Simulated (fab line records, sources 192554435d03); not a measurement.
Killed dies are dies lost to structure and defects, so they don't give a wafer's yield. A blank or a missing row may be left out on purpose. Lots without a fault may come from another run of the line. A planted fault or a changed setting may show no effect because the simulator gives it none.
fab line records | flow n5_finfet | part 1 of 2: steps 1 to 20 of 24
record lots=5 wafers=15 last_day=17
route steps=1938 shown BEOL_M15@1788
lots that met no fault: from a run of the same line without faults
start_h: hours from the record's first day to the start of the lot's first wafer shown | wait_h: hours since the lot's step before | " the same as in the row above | L1.1+2: a row that stands for several wafers | - no value, or no start given | * or withheld: withheld | < > ~ a bound
route shown NAME@n: a module of which the file shows steps, and the number in the route of the first | usual: mean/standard deviation of fault-free wafers | same: alike in all rows | chamber/n: place in a boat | sites: the reading at each site | _std_site: their standard deviation | _edge_site: outer sites' mean less inner sites' | radius_mm: how far each site lies from the wafer's centre | mask NAME#n: copy n | behind: the tool/chamber that last shaped the wafer | hold: why the lot was held/for how many hours/how that ended | device: the transistor (n, p or np) that didn't switch | end of line: the same wafers' tests at the end of the route | a step without rows: its recipe alone | killed: dies lost to structure and defects at the first sort, not the wafer's yield | map: a wafer's dies, x killed, . not, _ none there
set.NAME: the setting as run; set.NAME@STEP: as run at that earlier step | model.NAME: the simulator's own value behind a step, which no gauge read
lots at some steps of the route; a table a step, a row a wafer
services: from which hour (start_h, from the record's first day; less than 0 if before it) a tool's chamber was out of use, for how many hours, and why
## steps
# step N5_BEOL_M15_VIA_ETCH_16
# recipe chemistry=C4F8/O2/Ar target=SiO2 he_inner_torr=15 he_outer_torr=30 target_depth_a=17922 time_s=withheld ion_energy_ev=800 pressure_mtorr=20 source_w=1905 bias_w=2040 Ar_flow_sccm=400 C4F8_flow_sccm=16 O2_flow_sccm=12 ends=cleared
# usual C4F8_flow_sccm=15.99/0.049 bias_w=2040/6 chamber_pressure_mTorr=19.998/0.018 drypump_motor_current_A=5.7/0.45 oes_product_au=0.75/0.083 rf_vpp_V=2215/49 showerhead_plenum_p_Torr=3.45/0.11 throttle_valve_pct=30.9/0.39
# columns lot.wafer tool chamber start_h wait_h C4F8_flow_sccm bias_w chamber_pressure_mTorr drypump_motor_current_A oes_product_au rf_vpp_V showerhead_plenum_p_Torr throttle_valve_pct
L076.1 rie_diel-02 1 222.54 0.0 16.03 2043 19.993 5.8 0.66 2194 3.43 30.9
L076.3 " 3 " " 16.08 2039 20.009 6.3 0.68 2231 3.16 30.9
L076.6 " 3 " " 16.03 2043 20.011 6.3 0.68 2233 3.16 30.9
L078.1 rie_diel-01 2 248.47 0.0 16.00 2052 20.031 5.5 0.64 2206 3.55 31.2
L078.3 " 0 " " 16.03 2045 19.995 5.9 0.82 2175 3.37 30.9
L078.5 " 3 " " 16.08 2037 19.992 6.4 0.78 2223 3.47 30.2
L086.2 rie_diel-06 0 345.60 0.0 15.97 2044 20.006 5.5 0.78 2315 3.35 31.0
L086.5 " 1 " " 15.96 2045 19.970 5.2 0.69 2280 3.57 31.2
L086.6 " 2 " " 15.92 2045 19.986 6.2 0.88 2208 3.47 30.1
L088.1 rie_diel-01 3 353.06 0.0 15.95 2039 19.979 6.4 0.74 2222 3.45 30.2
L088.2 " 2 " " 15.99 2027 19.952 5.5 0.88 2204 3.54 31.3
L088.4 " 0 " " 15.90 2051 19.999 5.9 0.76 2174 3.35 30.9
L092.1 rie_diel-01 1 362.53 0.0 16.02 2033 20.015 5.2 0.84 2189 3.55 31.1
L092.3 " 2 " " 16.06 2037 20.021 5.5 0.87 2204 3.54 31.3
L092.6 " 2 " " 16.09 2033 20.003 5.5 0.86 2203 3.54 31.3
# step N5_BEOL_M15_STRIP_63
# recipe chemistry=O2 power_w=600 temp_c=60 pressure_mtorr=30 rf_frequency_hz=6e+07 bias_power_w=0 overash_fraction=0.3 o2_flow_sccm=225
# usual chamber_pressure_mTorr=30.00/0.044 drypump_motor_current_A=5.7/0.45 o2_flow_sccm=225.1/0.7 oes_product_au=0.83/0.09 rf_vpp_V=3.6/0.77 showerhead_plenum_p_Torr=2.10/0.075 throttle_valve_pct=16.57/0.26
# columns lot.wafer tool chamber start_h wait_h chamber_pressure_mTorr drypump_motor_current_A o2_flow_sccm oes_product_au rf_hours_counter_h rf_vpp_V showerhead_plenum_p_Torr throttle_valve_pct
L076.1 rie_diel-02 1 - - 30.00 5.8 225.3 0.72 180 3.1 2.09 16.69
L076.3 " 3 " " 29.95 6.3 225.7 0.75 147 2.3 1.93 16.79
L076.6 " 3 " " 30.01 6.3 225.0 0.75 - 3.9 1.93 16.79
L078.1 rie_diel-01 2 - - 29.99 5.5 224.7 0.69 235 4.3 2.16 16.95
L078.3 " 0 " " 30.07 5.9 226.0 0.93 8 3.4 2.04 16.57
L078.5 " 3 " " 29.94 6.4 224.1 0.85 - 3.3 2.11 16.05
L086.2 rie_diel-06 0 - - 30.05 5.5 224.8 0.83 61 4.4 2.03 16.53
L086.5 " 1 " " 29.95 5.2 225.0 0.76 - 2.9 2.18 16.92
L086.6 " 2 " " 30.03 6.2 224.7 0.97 - 3.6 2.17 16.23
L088.1 rie_diel-01 3 - - 29.92 6.4 224.6 0.80 62 3.0 2.10 16.13
L088.2 " 2 " " 30.03 5.5 225.3 0.96 8 3.6 2.15 16.64
L088.4 " 0 " " 30.01 5.9 225.0 0.86 44 4.0 2.03 16.62
L092.1 rie_diel-01 1 - - 29.97 5.2 225.9 0.92 20 2.7 2.12 16.38
L092.3 " 2 " " 29.96 5.5 224.9 0.94 12 2.3 2.15 16.57
L092.6 " 2 " " 30.00 5.5 225.3 0.96 - 4.0 2.15 16.60
# step N5_BEOL_M15_STRIP_64
# recipe chemistry=O2 power_w=600 temp_c=60 pressure_mtorr=30 rf_frequency_hz=6e+07 bias_power_w=0 overash_fraction=0.3 o2_flow_sccm=225
# usual chamber_pressure_mTorr=30.000/0.029 drypump_motor_current_A=5.7/0.45 o2_flow_sccm=224.9/0.71 oes_product_au=0.83/0.089 rf_vpp_V=3.6/0.51 showerhead_plenum_p_Torr=2.10/0.075 throttle_valve_pct=16.57/0.26
# columns lot.wafer tool chamber start_h wait_h chamber_pressure_mTorr drypump_motor_current_A o2_flow_sccm oes_product_au rf_hours_counter_h rf_vpp_V showerhead_plenum_p_Torr throttle_valve_pct
L076.1 rie_diel-02 1 - - 30.031 5.8 224.9 0.72 180 4.8 2.09 16.69
L076.3 " 3 " " 29.997 6.3 224.7 0.75 147 4.4 1.93 16.81
L076.6 " 3 " " 30.027 6.3 224.3 0.75 - 3.7 1.93 16.81
L078.1 rie_diel-01 2 - - 29.992 5.5 225.1 0.69 235 2.6 2.16 16.94
L078.3 " 0 " " 30.013 5.9 224.4 0.93 8 4.4 2.05 16.56
L078.5 " 3 " " 29.998 6.3 225.4 0.86 - 3.4 2.11 16.06
L086.2 rie_diel-06 0 - - 29.982 5.5 225.3 0.84 61 3.7 2.03 16.55
L086.5 " 1 " " 29.986 5.2 226.6 0.75 - 3.0 2.18 16.92
L086.6 " 2 " " 30.007 6.2 225.3 0.96 - 3.2 2.17 16.24
L088.1 rie_diel-01 3 - - 29.964 6.4 225.0 0.81 62 4.5 2.10 16.12
L088.2 " 2 " " 30.011 5.5 224.2 0.95 8 3.2 2.15 16.61
L088.4 " 0 " " 30.054 5.9 225.3 0.85 44 3.6 2.03 16.63
L092.1 rie_diel-01 1 - - 29.997 5.2 225.9 0.92 20 3.5 2.12 16.37
L092.3 " 2 " " 29.986 5.5 225.0 0.94 12 4.9 2.15 16.61
L092.6 " 2 " " 30.017 5.5 225.5 0.94 - 2.9 2.15 16.61
# step N5_BEOL_M15_STRIP_65
# recipe chemistry=post_etch_residue_remover time_s=60 temp_c=25 remover_ph=withheld remover_water_wt_pct=withheld remover_fluoride_wt_pct=withheld
# columns lot.wafer tool chamber start_h wait_h
L076.1+3+6 wet_bench-04 3,2,5 222.89 -
L078.1+3+5 wet_bench-01 4,6,2 248.82 -
L086.2+5+6 wet_bench-06 6,5,0 345.95 -
L088.1+2+4 wet_bench-06 4,5,0 353.41 -
L092.1+3+6 wet_bench-04 3,7,4 362.88 -
# step N5_BEOL_M15_SRD_66
# recipe time_s=30 temp_c=23 rinse_liquid=diw dry=n2_spin spin_rpm=1500 dry_time_s=30
# usual bath_heat_duty_pct=3.7/0.5
# columns lot.wafer tool chamber start_h wait_h bath_heat_duty_pct
L076.1 wet_bench-04 3 222.91 0.0 2.8
L076.3 " 2 " " 3.5
L076.6 " 5 " " 3.5
L078.1 wet_bench-01 4 248.84 0.0 2.9
L078.3 " 6 " " 3.7
L078.5 " 2 " " 4.6
L086.2 wet_bench-06 6 345.97 0.0 4.0
L086.5 " 5 " " 3.7
L086.6 " 0 " " 4.0
L088.1 wet_bench-06 4 353.43 0.0 4.3
L088.2 " 5 " " 3.7
L088.4 " 0 " " 3.5
L092.1 wet_bench-04 3 362.90 0.0 3.7
L092.3 " 7 " " 4.3
L092.6 " 4 " " 4.1
# step N5_BEOL_M15_CD_MEAS_17
# recipe target_cd_nm=360 polarity=opening
# usual cd_nm=361.7/2.3
# columns lot.wafer tool chamber start_h wait_h cd_nm
L076.1 cd_sem-01 - 222.95 0.0 365.7
L076.3 " - " " 362.5
L076.6 " - " " 358.9
L078.1 cd_sem-02 - 248.88 0.0 361.3
L078.3 " - " " 360.1
L078.5 " - " " 361.2
L086.2 cd_sem-03 - 346.01 0.0 357.2
L086.5 " - " " 359.7
L086.6 " - " " 361.4
L088.1 cd_sem-03 - 353.47 0.0 362.7
L088.2 " - " " 356.9
L088.4 " - " " 360.7
L092.1 cd_sem-03 - 362.94 0.0 359.4
L092.3 " - " " 361.4
L092.6 " - " " 361.0
# step N5_BEOL_M15_COAT_56
# recipe resist=SOC temp_c=250 time_s=60 spin_rpm=1500 resist_thk_nm=550
# usual plate_temp_C=250.04/0.16
# columns lot.wafer tool chamber start_h wait_h plate_temp_C
L076.1 litho_track-02 0 222.99 0.0 249.99
L076.3 " 0 " " 250.18
L076.6 " 0 " " 249.79
L078.1 litho_track-02 0 248.92 0.0 249.98
L078.3 " 0 " " 249.99
L078.5 " 0 " " 250.14
L086.2 litho_track-03 0 346.05 0.0 250.17
L086.5 " 0 " " 249.79
L086.6 " 0 " " 250.02
L088.1 litho_track-03 0 353.51 0.0 249.93
L088.2 " 0 " " 250.04
L088.4 " 0 " " 250.03
L092.1 litho_track-04 0 362.98 0.0 250.38
L092.3 " 0 " " 250.32
L092.6 " 0 " " 250.05
# step N5_BEOL_M15_ETCH_57
# recipe chemistry=N2/H2 target=SOC source_w=3000 bias_w=350 time_s=750 ion_energy_ev=200 pressure_mtorr=30 n2_flow_sccm=200 h2_flow_sccm=200
# usual bias_w=350.0/1 chamber_pressure_mTorr=29.999/0.028 drypump_motor_current_A=5.6/0.43 oes_product_au=0.82/0.092 rf_vpp_V=524.3/2.5 showerhead_plenum_p_Torr=2.57/0.085 throttle_valve_pct=17.84/0.26
# columns lot.wafer tool chamber start_h wait_h bias_w chamber_pressure_mTorr drypump_motor_current_A oes_product_au rf_hours_counter_h rf_vpp_V showerhead_plenum_p_Torr throttle_valve_pct
L076.1 rie_diel-06 3 223.06 - 350.0 29.974 5.1 0.93 21 522.3 2.51 17.70
L076.3 " 2 " " 350.5 29.975 6.2 0.68 228 527.1 2.62 17.75
L076.6 " 1 " " 352.0 29.965 5.2 0.80 - 527.4 2.66 17.96
L078.1 rie_diel-01 3 249.02 - 351.6 29.987 6.4 0.87 28 523.7 2.60 17.47
L078.3 " 0 " " 349.9 29.983 5.9 0.92 8 521.7 2.53 18.03
L078.5 " 2 " " 351.2 30.061 5.5 0.70 - 525.5 2.60 17.97
L086.2 rie_diel-01 2 346.31 - 350.9 30.040 5.5 0.98 6 525.8 2.59 17.70
L086.5 " 0 " " 350.0 29.973 5.9 0.85 - 521.3 2.52 18.11
L086.6 " 1 " " 350.0 29.989 5.2 0.95 - 526.4 2.61 17.69
L088.1 rie_diel-01 2 353.57 - 349.1 29.972 5.5 0.96 9 524.0 2.59 17.67
L088.2 " 1 " " 349.3 30.005 5.2 0.93 16 525.6 2.61 17.70
L088.4 " 0 " " 348.5 29.998 5.9 0.84 44 523.4 2.52 18.12
L092.1 rie_diel-06 3 363.23 - 350.1 30.024 5.1 0.86 69 523.0 2.49 17.78
L092.3 " 1 " " 350.1 30.037 5.2 0.76 129 526.6 2.64 18.03
L092.6 " 2 " " 350.2 30.012 6.2 0.95 - 525.1 2.61 17.33
# step N5_BEOL_M15_COAT_60
# recipe resist=BARC temp_c=205 time_s=60 spin_rpm=1500 resist_thk_nm=89
# usual plate_temp_C=205.00/0.15
# columns lot.wafer tool chamber start_h wait_h plate_temp_C
L076.1 litho_track-04 0 223.56 0.3 204.94
L076.3 " 0 " " 205.14
L076.6 " 0 " " 204.96
L078.1 litho_track-03 0 249.52 0.3 204.95
L078.3 " 0 " " 204.90
L078.5 " 0 " " 204.84
L086.2 litho_track-04 0 346.82 0.3 205.09
L086.5 " 0 " " 204.88
L086.6 " 0 " " 204.81
L088.1 litho_track-04 0 354.07 0.3 205.04
L088.2 " 0 " " 205.10
L088.4 " 0 " " 205.07
L092.1 litho_track-04 0 363.73 0.3 204.90
L092.3 " 0 " " 204.84
L092.6 " 0 " " 205.06
# step N5_BEOL_M15_COAT_22
# recipe spin_rpm=1704 resist_thk_nm=800
# columns lot.wafer tool chamber start_h wait_h
L076.1+3+6 litho_track-04 0 - -
L078.1+3+5 litho_track-03 0 - -
L086.2+5+6 litho_track-04 0 - -
L088.1+2+4 litho_track-04 0 - -
L092.1+3+6 litho_track-04 0 - -
# step N5_BEOL_M15_EBR_24
# recipe solvent=PGMEA ebr_width_mm=1.5
# columns lot.wafer tool chamber start_h wait_h
L076.1+3+6 litho_track-04 0 - -
L078.1+3+5 litho_track-03 0 - -
L086.2+5+6 litho_track-04 0 - -
L088.1+2+4 litho_track-04 0 - -
L092.1+3+6 litho_track-04 0 - -
# step N5_BEOL_M15_SOFTBAKE_23
# recipe temp_c=130 time_s=60
# usual plate_temp_C=129.97/0.13
# columns lot.wafer tool chamber start_h wait_h plate_temp_C
L076.1 litho_track-04 0 - - 129.97
L076.3 " 0 " " 129.97
L076.6 " 0 " " 129.87
L078.1 litho_track-03 0 - - 130.06
L078.3 " 0 " " 130.03
L078.5 " 0 " " 129.75
L086.2 litho_track-04 0 - - 129.71
L086.5 " 0 " " 129.97
L086.6 " 0 " " 129.67
L088.1 litho_track-04 0 - - 130.00
L088.2 " 0 " " 130.02
L088.4 " 0 " " 129.97
L092.1 litho_track-04 0 - - 129.82
L092.3 " 0 " " 130.14
L092.6 " 0 " " 129.77
# step N5_BEOL_M15_EXPOSE_25
# recipe mask_id=M15 na=0.8 source_shape=annular sigma_inner=0.5 sigma_outer=0.8 polarization=unpolarized target_cd_nm=400 dose_mj=35.5
# same sigma_outer=0.8
# columns lot.wafer tool chamber start_h wait_h mask
L076.1+3+6 krf_scanner-02 0 223.78 - M15#0
L078.1+3+5 krf_scanner-02 0 249.62 - M15#0
L086.2+5+6 krf_scanner-02 0 346.92 - M15#0
L088.1+2+4 krf_scanner-01 0 354.17 - M15#0
L092.1+3+6 krf_scanner-02 0 363.86 - M15#0
# step N5_BEOL_M15_PEB_26
# recipe peb_temp_c=130 peb_time_s=90
# usual plate_temp_C=129.99/0.13
# columns lot.wafer tool chamber start_h wait_h plate_temp_C
L076.1 litho_track-03 0 223.84 0.1 130.01
L076.3 " 0 " " 130.16
L076.6 " 0 " " 130.16
L078.1 litho_track-03 0 249.68 0.1 129.99
L078.3 " 0 " " 130.24
L078.5 " 0 " " 130.31
L086.2 litho_track-04 0 346.97 0.0 130.01
L086.5 " 0 " " 129.91
L086.6 " 0 " " 129.96
L088.1 litho_track-03 0 354.23 0.1 129.94
L088.2 " 0 " " 129.98
L088.4 " 0 " " 130.00
L092.1 litho_track-04 0 363.92 0.1 129.67
L092.3 " 0 " " 129.82
L092.6 " 0 " " 129.83
# step N5_BEOL_M15_DEVELOP_27
# recipe develop_time_s=45 rinse_liquid=diw dry=air_spin dev_temp_c=21
# columns lot.wafer tool chamber start_h wait_h
L076.1+3+6 litho_track-03 0 - -
L078.1+3+5 litho_track-03 0 - -
L086.2+5+6 litho_track-04 0 - -
L088.1+2+4 litho_track-03 0 - -
L092.1+3+6 litho_track-04 0 - -
# step N5_BEOL_M15_HARDBAKE_32
# recipe temp_c=130 time_s=120
# usual plate_temp_C=129.98/0.14
# columns lot.wafer tool chamber start_h wait_h plate_temp_C
L076.1 litho_track-03 0 - - 129.96
L076.3 " 0 " " 130.02
L076.6 " 0 " " 130.10
L078.1 litho_track-03 0 - - 129.84
L078.3 " 0 " " 129.77
L078.5 " 0 " " 129.77
L086.2 litho_track-04 0 - - 129.93
L086.5 " 0 " " 130.04
L086.6 " 0 " " 130.04
L088.1 litho_track-03 0 - - 129.99
L088.2 " 0 " " 129.80
L088.4 " 0 " " 130.02
L092.1 litho_track-04 0 - - 130.09
L092.3 " 0 " " 130.19
L092.6 " 0 " " 129.97
# step N5_BEOL_M15_CD_MEAS_28
# recipe target_cd_nm=407.6 landing_energy_ev=500 detector=se_inlens
# usual cd_nm=408.4/2.4
# columns lot.wafer tool chamber start_h wait_h cd_nm
L076.1 cd_sem-01 0 223.95 - 407.9
L076.3 " 0 " " 404.1
L076.6 " 0 " " 406.9
L078.1 cd_sem-01 0 249.80 - 405.2
L078.3 " 0 " " 407.6
L078.5 " 0 " " 404.2
L086.2 cd_sem-02 0 347.09 - 412.7
L086.5 " 0 " " 412.7
L086.6 " 0 " " 414.9
L088.1 cd_sem-01 0 354.35 - 407.5
L088.2 " 0 " " 409.7
L088.4 " 0 " " 406.3
L092.1 cd_sem-02 0 364.03 - 408.6
L092.3 " 0 " " 408.8
L092.6 " 0 " " 410.4
# step N5_BEOL_M15_OVL_MEAS_29
# recipe points_per_wafer=44
# usual M15_OVL=0/5.4
# same points_per_wafer=44
# columns lot.wafer tool chamber start_h wait_h M15_OVL[nm]
L076.1 overlay-01 0 223.98 0.0 -5
L076.3 " 0 " " -4
L076.6 " 0 " " -3
L078.1 overlay-02 0 249.83 0.0 1
L078.3 " 0 " " 5
L078.5 " 0 " " 1
L086.2 overlay-02 0 347.12 0.0 -7
L086.5 " 0 " " -9
L086.6 " 0 " " -6
L088.1 overlay-01 0 354.38 0.0 -6
L088.2 " 0 " " -3
L088.4 " 0 " " -5
L092.1 overlay-02 0 364.06 0.0 0
L092.3 " 0 " " 6
L092.6 " 0 " " 3
# step N5_BEOL_M15_INSPECT_30
# recipe mode=adi inspect_instrument=macro
# usual raw_defect_count=2.0/1.5
# columns lot.wafer tool chamber start_h wait_h raw_defect_count
L076.1 defect_inspect-02 - 224.01 0.0 3
L076.3 " - " " 1
L076.6 " - " " 0
L078.1 defect_inspect-02 - 249.85 0.0 0
L078.3 " - " " 0
L078.5 " - " " 0
L086.2 defect_inspect-02 - 347.14 0.0 2
L086.5 " - " " 1
L086.6 " - " " 4
L088.1 defect_inspect-01 - 354.40 0.0 7
L088.2 " - " " 2
L088.4 " - " " 1
L092.1 defect_inspect-02 - 364.09 0.0 1
L092.3 " - " " 2
L092.6 " - " " 4
# step N5_BEOL_M15_DESCUM_33
# recipe chemistry=O2 time_s=7.9 source_power_w=50 bias_power_w=20 pressure_mtorr=20 rf_frequency_hz=2.712e+07 temp_c=40 o2_flow_sccm=225
# usual chamber_pressure_mTorr=20.003/0.019 drypump_motor_current_A=5.7/0.42 o2_flow_sccm=225.0/0.69 oes_product_au=0.81/0.089 rf_vpp_V=243.4/1.5 showerhead_plenum_p_Torr=2.10/0.082 throttle_valve_pct=20.40/0.26
# columns lot.wafer tool chamber start_h wait_h chamber_pressure_mTorr drypump_motor_current_A o2_flow_sccm oes_product_au rf_hours_counter_h rf_vpp_V showerhead_plenum_p_Torr throttle_valve_pct
L076.1 rie_diel-06 2 224.14 0.1 19.980 6.2 224.8 0.68 228 242.5 2.17 20.40
L076.3 " 1 " " 19.974 5.2 224.7 0.80 83 244.7 2.19 20.61
L076.6 " 1 " " 20.012 5.2 224.6 0.80 - 244.9 2.19 20.63
L078.1 rie_diel-06 2 250.49 0.6 19.999 6.2 224.0 0.67 237 244.0 2.17 20.43
L078.3 " 3 " " 20.004 5.1 225.3 0.90 32 241.5 2.03 20.27
L078.5 " 0 " " 19.991 5.5 225.3 0.88 - 243.0 2.04 20.28
L086.2 rie_diel-06 2 347.19 0.0 19.993 6.2 225.0 0.96 5 244.0 2.16 20.05
L086.5 " 1 " " 20.002 5.2 225.1 0.75 - 243.9 2.18 20.68
L086.6 " 2 " " 19.983 6.2 224.6 0.95 - 243.6 2.17 20.06
L088.1 rie_diel-02 0 354.44 0.0 20.039 5.7 225.6 0.71 214 244.6 2.15 20.72
L088.2 " 1 " " 19.995 5.8 225.2 0.70 199 244.3 2.08 20.44
L088.4 " 2 " " 20.013 5.7 225.4 0.86 65 244.3 2.22 20.55
L092.1 rie_diel-06 2 364.34 0.3 20.025 6.2 225.3 0.94 12 243.9 2.16 20.06
L092.3 " 0 " " 19.988 5.5 224.9 0.84 67 240.7 2.02 20.33
L092.6 " 3 " " 19.984 5.1 224.8 0.86 - 243.1 2.02 20.31
